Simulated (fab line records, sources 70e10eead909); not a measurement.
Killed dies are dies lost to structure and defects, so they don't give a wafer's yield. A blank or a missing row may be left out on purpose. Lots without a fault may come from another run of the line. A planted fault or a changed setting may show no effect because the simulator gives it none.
Chamber matching | flow nand_harc | NHARC_A_CONTACT_ALD_18 on ald_metal-01: 4 sister chambers
The step deposits TiN, target thk 3 nm, pulse time 1 s, ald cycles 150. 4 wafers are shown with their chamber, then 7 later ones without.

WAFERS WITH THEIR CHAMBER
wafer  | chamber | heater_power_w (W)
L078.6 | 2       | 1004
L089.6 | 1       | 1221
L092.1 | 3       | 1196
L092.3 | 0       | 996

WAFERS WITHOUT THEIR CHAMBER
wafer  | heater_power_w (W)
L092.6 | 1224
L095.1 | 1202
L095.2 | 955
L095.3 | 999
L097.1 | 969
L097.4 | 1173
L097.5 | 1158

WHICH CHAMBER EACH WENT THROUGH
wafer  | from the rows above     | in truth
L092.6 | can't be placed: 1 or 3 | 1
L095.1 | can't be placed: 3 or 1 | 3
L095.2 | can't be placed: 0 or 2 | 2
L095.3 | can't be placed: 0 or 2 | 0
L097.1 | can't be placed: 0 or 2 | 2
L097.4 | can't be placed: 3 or 1 | 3
L097.5 | can't be placed: 3 or 1 | 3
Placed correctly: 0 of 7. Can't be placed from these rows: 7 (the true chamber is among the candidates in 7). Placed wrongly: 0.
How it was worked out, from the rows above alone: a wafer's distance from a chamber is the root of the sum, over the readings, of the square of ((its reading less the chamber's mean) divided by the reading's scatter). The wafer belongs to the nearest chamber; if the next one is less than 2 further off, it can't be placed. A chamber's mean is the mean of its shown wafers. The scatter: with one shown wafer a chamber, the root of the mean of the squares of how far each hidden wafer lies from its nearest shown one.
